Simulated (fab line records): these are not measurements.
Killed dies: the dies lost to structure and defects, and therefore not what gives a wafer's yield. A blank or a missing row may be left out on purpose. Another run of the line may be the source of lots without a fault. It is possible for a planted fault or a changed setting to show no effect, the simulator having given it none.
fab line records + flow n5-finfet
record
- lots=4
- wafers=8
- last-day=17
route steps=1938 shown BEOL_M14@1722 PASSIVATION@1936
lots that met no fault: from a run of the same line without faults
start-h: the number of hours between the record's first day and the start of the first shown wafer of the lot + wait-h: hours elapsed since this lot's preceding step + " repeats the value in the row above + L1.1+2: one row covering several wafers at once + - no value present, or no start provided + * or withheld: withheld + < > ~ a bound
route shown NAME@n: a module of which the file shows steps, and the number in the route of the first + usual: mean/standard deviation taken from wafers without a fault + same: alike in all rows + chamber/n: place in a boat + sites: each site's reading + _std_site: standard deviation of those values + _edge_site: the outer-site mean with the inner-site mean subtracted + radius-mm: how far each site lies from the wafer's centre + mask NAME#n: copy n + behind: the last tool/chamber to shape the wafer + hold: cause of the lot's hold/its duration in hours/its outcome + device: which transistor (n, p or np) failed to switch + end of line: the route-end tests of the same wafers + for a step that has no rows: nothing shown but its recipe + killed: dies that structure and defects cost at the first sort, which is not the same as the wafer's yield + map: per-die view of a wafer (x killed, . not killed, _ where there is no die)
set.NAME: setting as actually run; set.NAME@STEP: the setting as run at that earlier step + model.NAME: the simulator's own value behind a step, which no gauge read
a table for each step, a row for each wafer; lots at some steps of the route
## steps
# step N5_BEOL_M14_EXPOSE_07
# recipe
- mask-id=V13
- na=0.8
- source-shape=annular
- sigma-inner=0.5
- sigma-outer=0.8
- polarization=unpolarized
- attpsm-phase-deg=180
- dose-mj=57
# step N5_BEOL_M14_PEB_08
# recipe
- peb-temp-c=130
- peb-time-s=90
# step N5_BEOL_M14_DEVELOP_09
# recipe
- develop-time-s=45
- rinse-liquid=diw
- dry=air-spin
- dev-temp-c=21
# step N5_BEOL_M14_HARDBAKE_14
# recipe
- temp-c=130
- time-s=120
# step N5_BEOL_M14_DESCUM_15
# recipe
- chemistry=O2
- time-s=7.9
- source-power-w=50
- bias-power-w=20
- pressure-mtorr=20
- rf-frequency-hz=2.712e+07
- temp-c=40
- o2-flow-sccm=225
# step N5_BEOL_M14_ETCH_59
# recipe
- chemistry=N2/H2
- target=BARC
- target-depth-a=890
- overetch-a=267
- time-s=67.9
- ion-energy-ev=200
- pressure-mtorr=30
- source-w=840
- bias-w=150
- n2-flow-sccm=200
- h2-flow-sccm=200
# step N5_BEOL_M14_VIA_ETCH_16
# recipe
- chemistry=C4F8/O2/Ar
- target=SiO2
- he-inner-torr=15
- he-outer-torr=30
- target-depth-a=12313
- time-s=withheld
- ion-energy-ev=800
- pressure-mtorr=20
- source-w=1905
- bias-w=2040
- Ar_flow_sccm=400
- C4F8_flow_sccm=16
- O2_flow_sccm=12
- ends=cleared
# step N5_BEOL_M14_STRIP_63
# recipe
- chemistry=O2
- power-w=600
- temp-c=60
- pressure-mtorr=30
- rf-frequency-hz=6e+07
- bias-power-w=0
- overash-fraction=0.3
- o2-flow-sccm=225
# step N5_BEOL_M14_STRIP_64
# recipe
- chemistry=O2
- power-w=600
- temp-c=60
- pressure-mtorr=30
- rf-frequency-hz=6e+07
- bias-power-w=0
- overash-fraction=0.3
- o2-flow-sccm=225
# step N5_BEOL_M14_STRIP_71
# recipe
- chemistry=post-etch-residue-remover
- time-s=60
- temp-c=25
- remover-ph=withheld
- remover-water-wt-pct=withheld
- remover-fluoride-wt-pct=withheld
| lot.wafer  | tool         | chamber | start-h | wait-h |
|------------|--------------|---------|---------|--------|
| L761.6     | wet-bench-05 | 1       | 343.76  | -      |
| L763.6     | wet-bench-05 | 1       | 345.82  | -      |
| L768.1+3+4 | wet-bench-05 | 4,7,6   | 368.82  | -      |
| L772.2+3+5 | wet-bench-01 | 3,0,7   | 391.19  | -      |
# step N5_BEOL_M14_SRD_72
# recipe
- time-s=30
- temp-c=23
- rinse-liquid=diw
- dry=n2-spin
- spin-rpm=1500
- dry-time-s=30
# step N5_BEOL_M14_COAT_65
# recipe
- resist=SOC
- temp-c=250
- time-s=60
- spin-rpm=1500
- resist-thk-nm=450
# step N5_BEOL_M14_COAT_66
# recipe
- resist=SiARC
- temp-c=220
- time-s=60
- spin-rpm=1500
- resist-thk-nm=110
# step N5_BEOL_M14_COAT_22
# recipe
- spin-rpm=2888
- resist-thk-nm=300
# step N5_BEOL_M14_EBR_24
# recipe
- solvent=PGMEA
- ebr-width-mm=1.5
# step N5_BEOL_M14_SOFTBAKE_23
# recipe
- temp-c=130
- time-s=60
# step N5_BEOL_M14_EXPOSE_25
# recipe
- mask-id=M14
- na=0.8
- source-shape=annular
- sigma-inner=0.5
- sigma-outer=0.8
- polarization=unpolarized
- target-cd-nm=280
- dose-mj=26.6
# step N5_BEOL_M14_PEB_26
# recipe
- peb-temp-c=130
- peb-time-s=90
# step N5_BEOL_M14_DEVELOP_27
# recipe
- develop-time-s=45
- rinse-liquid=diw
- dry=air-spin
- dev-temp-c=21
# step N5_BEOL_M14_HARDBAKE_32
# recipe
- temp-c=130
- time-s=120
# step N5_BEOL_M14_DESCUM_33
# recipe
- chemistry=O2
- time-s=7.9
- source-power-w=50
- bias-power-w=20
- pressure-mtorr=20
- rf-frequency-hz=2.712e+07
- temp-c=40
- o2-flow-sccm=225
# step N5_BEOL_M14_ETCH_67
# recipe
- chemistry=CF4
- target=SiARC
- target-depth-a=1430
- time-s=238.3
- ion-energy-ev=80
- pressure-mtorr=40
- source-w=545
- bias-w=36
- Ar_flow_sccm=100
- cf4-flow-sccm=100
- ends=cleared
# step N5_BEOL_M14_ETCH_68
# recipe
- chemistry=N2/H2
- target=SOC
- mask-material=SiARC
- source-w=3000
- bias-w=350
- temp-c=40
- time-s=450
- ion-energy-ev=200
- pressure-mtorr=30
- n2-flow-sccm=200
- h2-flow-sccm=200
# step N5_BEOL_M14_STRIP_69
# recipe
- chemistry=N2/H2
- temp-c=40
- n2-flow-sccm=200
- h2-flow-sccm=200
- rf-frequency-hz=6e+07
# step N5_BEOL_M14_TRENCH_ETCH_34
# recipe
- chemistry=C4F8/O2/Ar
- target=SiO2
- target-depth-a=5566.5
- mask-material=SOC
- he-inner-torr=15
- he-outer-torr=30
- time-s=126.9
- ion-energy-ev=800
- pressure-mtorr=20
- source-w=1905
- bias-w=2040
- Ar_flow_sccm=400
- C4F8_flow_sccm=16
- O2_flow_sccm=12
# step N5_BEOL_M14_STRIP_70
# recipe
- chemistry=C4F8/O2/Ar
- resist=SiARC
- rf-frequency-hz=6e+07
# step N5_BEOL_M14_STRIP_37
# recipe
- chemistry=O2
- power-w=600
- temp-c=60
- pressure-mtorr=30
- rf-frequency-hz=6e+07
- bias-power-w=0
- overash-fraction=0.3
- o2-flow-sccm=225
# step N5_BEOL_M14_ETCH_38
# recipe
- chemistry=CF4/N2
- target=SiCN
- target-depth-a=1065
- taper-deg=2
- time-s=120.6
- ion-energy-ev=150
- mask-material=SiO2
- pressure-mtorr=40
- source-w=430
- bias-w=70
- Ar_flow_sccm=100
- cf4-flow-sccm=60
- n2-flow-sccm=60
# step N5_BEOL_M14_PRECLEAN_39
# recipe
- chemistry=residue-remover
- time-s=60
- temp-c=40
# step N5_BEOL_M14_SRD_40
# recipe
- time-s=30
- temp-c=23
- rinse-liquid=diw
- dry=n2-spin
- spin-rpm=1500
- dry-time-s=30
# step N5_BEOL_M14_DEGAS_41
# recipe
- ambient=vacuum
- temp-c=300
- time-s=60
# step N5_BEOL_M14_PRE_CLEAN_42
# recipe
- gas=H2/He
- time-s=30
- temp-c=300
# step N5_BEOL_M14_SPUTTER_43
# recipe
- material=TaN
- target-thk-a=150
- temp-c=50
- bias-v=168.6
- power-w=15000
- chamber-pressure-pa=0.12
- time-s=24.19
# step N5_BEOL_M14_SPUTTER_44
# recipe
- material=Ta
- target-thk-a=150
- temp-c=50
- bias-v=80
- power-w=15000
- chamber-pressure-pa=0.07
- time-s=24.19
# step N5_PASSIVATION_PROBE_49
# usual
- defect-limited-yield=91.0/1.4
- killed_at_M0_to_M3=35/10
- killed_at_M4_up=14/5.5
- killed-at-contacts=13/5.6
- killed-at-front-end=41/11
- killed-at-other=4/3.4
- killed-dies=106/16
- killed-open=68/12
- killed-short=35/7.3
- sort_bin_4_leakage=0.3/2.1
- sort_bin_5_function=5.3/0.89
- sort_bin_6_memory=3.4/0.67
- sort_bin_8_speed=0.01/0.11
- sort-n-pass=1070/28
- sort-yield-pct=90.7/2.4
# same
- gross-dies=1180
- killed-at-back-side=0
| lot.wafer | tool      | chamber | start-h | wait-h | defect-limited-yield[%] | killed_at_M0_to_M3 | killed_at_M4_up | killed-at-contacts | killed-at-front-end | killed-at-other | killed-dies | killed-open | killed-short | sort_bin_4_leakage[%] | sort_bin_5_function[%] | sort_bin_6_memory[%] | sort_bin_8_speed[%] | sort-n-pass | sort-yield-pct[%] |
|-----------|-----------|---------|---------|--------|-------------------------|--------------------|-----------------|--------------------|---------------------|-----------------|-------------|-------------|--------------|-----------------------|------------------------|----------------------|---------------------|-------------|-------------------|
| L761.6    | prober-02 | -       | 372.25  | 0.3    | 81.4                    | 42                 | 136             | 16                 | 24                  | 2               | 220         | 67          | 37           | 0                     | 12.9                   | 4.0                  | 0                   | 960         | 81.4              |
| L763.6    | prober-02 | -       | 376.73  | 0.3    | 84.2                    | 24                 | 122             | 9                  | 27                  | 4               | 186         | 39          | 25           | 0                     | 10.4                   | 3.7                  | 0                   | 994         | 84.2              |
| L772.2    | prober-01 | -       | 415.51  | 0.1    | 93.1                    | 22                 | 10              | 8                  | 38                  | 4               | 82          | 60          | 18           | 6.2                   | 3.3                    | 3.2                  | 0                   | 1025        | 86.9              |
| L772.3    | prober-01 | -       | 415.56  | 0.1    | 90.3                    | 41                 | 14              | 11                 | 46                  | 2               | 114         | 76          | 35           | 0                     | 5.8                    | 3.4                  | 0                   | 1066        | 90.3              |
| L772.5    | prober-01 | -       | 415.66  | 0.2    | 90.9                    | 30                 | 12              | 12                 | 49                  | 4               | 107         | 64          | 42           | 0                     | 5.9                    | 2.9                  | 0                   | 1073        | 90.9              |
# killed by level:class
L761.6 BEOL_M14:unspecified=113 BEOL_M4:geometric-particle:open=14 MOL_CONTACT_COAG:geometric-particle:open=12 BEOL_M0_SAQP:geometric-particle:short=11 BEOL_M1:geometric-particle:open=8 STI_FIN_REVEAL:geometric-particle:open=7 GATE_CUT:geometric-particle:short=5 BEOL_M2:geometric-particle:open=5
L763.6 BEOL_M14:unspecified=119 STI_FIN_REVEAL:geometric-particle:open=6 MOL_CONTACT_COAG:geometric-particle:open=6 FIN_SAQP:geometric-particle:short=5 BEOL_M3:geometric-particle:open=5 BEOL_M2:geometric-particle:open=5 BEOL_M0_SAQP:geometric-particle:short=4 FIN_SAQP:geometric-particle:open=3
L772.2 STARTING-WAFER:geometric-particle:open=8 STI_FIN_REVEAL:geometric-particle:open=7 MOL_CONTACT_COAG:geometric-particle:open=7 BEOL_M0_SAQP:geometric-particle:open=6 BEOL_M3:geometric-particle:open=5 BEOL_M4:geometric-particle:open=5 FIN_SAQP:geometric-particle:short=4 GATE_CUT:geometric-particle:short=4
L772.3 FIN_SAQP:geometric-particle:open=14 MOL_CONTACT_COAG:geometric-particle:open=10 BEOL_M3:geometric-particle:open=10 STI_FIN_REVEAL:geometric-particle:open=9 BEOL_M1:geometric-particle:open=7 FIN_SAQP:geometric-particle:short=6 BEOL_M0_SAQP:geometric-particle:short=6 BEOL_M0_SAQP:geometric-particle:open=6
L772.5 FIN_SAQP:geometric-particle:open=13 MOL_CONTACT_COAG:geometric-particle:open=9 GATE_CUT:geometric-particle:short=8 FIN_SAQP:geometric-particle:short=7 BEOL_M3:geometric-particle:open=7 BEOL_M1:geometric-particle:short=5 BEOL_M1:geometric-particle:open=5 BEOL_M2:geometric-particle:open=5
# map L761.6 (x killed, . not)
_________________..x.x....x..________________
______________...x...........x.._____________
___________......x...........x.x...__________
__________...x.x...x................_________
________..............x.............xx_______
_______.............x..x......x....x...______
______........x.x.x....................._____
_____............x................x......____
____......x.............x.xxxx............___
___....x.x.....x.x................x....x...__
___....x...x.xx........x.......x...x.......__
__.x................xx.......x.......x......_
__.................x...........x....x......._
_.......x.................................x.x
_...x.......x...............x................
_....................x.......................
_x..x............x.xx.xx.x.x......x..........
_.............xx.xxxxxxx..x......x...........
_.............xxxxxxx.xx..xx...........xx....
_....x.....x.xxxx.xxxxxxx........x......x.x..
_.............xxxxxxxxxxx.x..x...............
__..x.........xxxxxxxxxxx.x................._
__..x.....x...xxxxxxxxxxxx.xx.xx............_
___......x...x.xxxxxxxxxxx..........x......__
___..........x.xxxxxxxxxxx.x....xxx........__
____.......x.x.xxxxxxxx.x.......x.......x.___
_____..x......x.xxxxx.xxx.x.....xx...x.x.____
______.............x..x............x...._____
_______...................x..x..x....x.______
________...........................x.._______
__________...x......................_________
___________........................__________
______________.................x_____________
_________________.......x....________________
# map L763.6 (x killed, . not)
_________________............________________
______________.................._____________
___________.......................x__________
__________.....................x...._________
________..........x..................._______
_______.....................x..........______
______x....x..........................x._____
_____.................x.............x....____
____.....................................x___
___......x.x............x..................__
___.....xx.......x...x...............x....x__
__.x........................................_
__.........x........x......................._
_.............x..............................
_.............x.........x...............x....
_..............x.x.....x................x....
_......x.....x....x....x.....x.....x.........
_...x...........xxxxx..xxx.........x.........
_....x........xx.xxxxxxxx.x.......x..........
_..............xxxxxxxxxx.x....x....x........
_.....x.....xxxx.xxxxxxxxx.....x.............
__.......x..xxxxxxxxxxxxxxx................._
__......x....x.xxxxxxxxxx..x...x.x.........._
___.........xxxxxxxxxxxxxx........x........__
___............xxxxxxxxxxx.........x.......__
____..x......x.xxxxxxx.x.x.............x..___
_____....x...xxxxxx.xx.xx..x.............____
______.....x......xxx.x................._____
_______.......x..x.xx..................______
________...x....x...........x........._______
__________..............x..xx......._________
___________..........x.............__________
______________.................._____________
_________________.........x..________________
## key
first-sign
- step=N5_PASSIVATION_PROBE_49
- reading=killed_at_M4_up
- direction=up
- sigmas=21
- usual=14
- struck=129
effect
- step=N5_PASSIVATION_PROBE_49
- reading=killed-dies
- direction=up
- sigmas=5.9
- usual=106
- struck=203
more-kills-born-at
- N5_BEOL_M14_STRIP_71@wet-bench-05=232
met-at N5_BEOL_M14_STRIP_71
struck-wafers L761.6,L763.6
earlier-fault
- kind=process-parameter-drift
- tool=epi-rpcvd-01
- chamber=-
- onset-h=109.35
- steps=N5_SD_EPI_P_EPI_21
- channel=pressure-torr
- offset=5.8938
- shape=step
- acts-in=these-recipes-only
- stated=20
fault
- kind=chamber-particle-source
- tool=wet-bench-05
- chamber=1
- onset-h=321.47
- steps=N5_BEOL_M14_STRIP_71
- rate-per-visit-cm2=0.55475
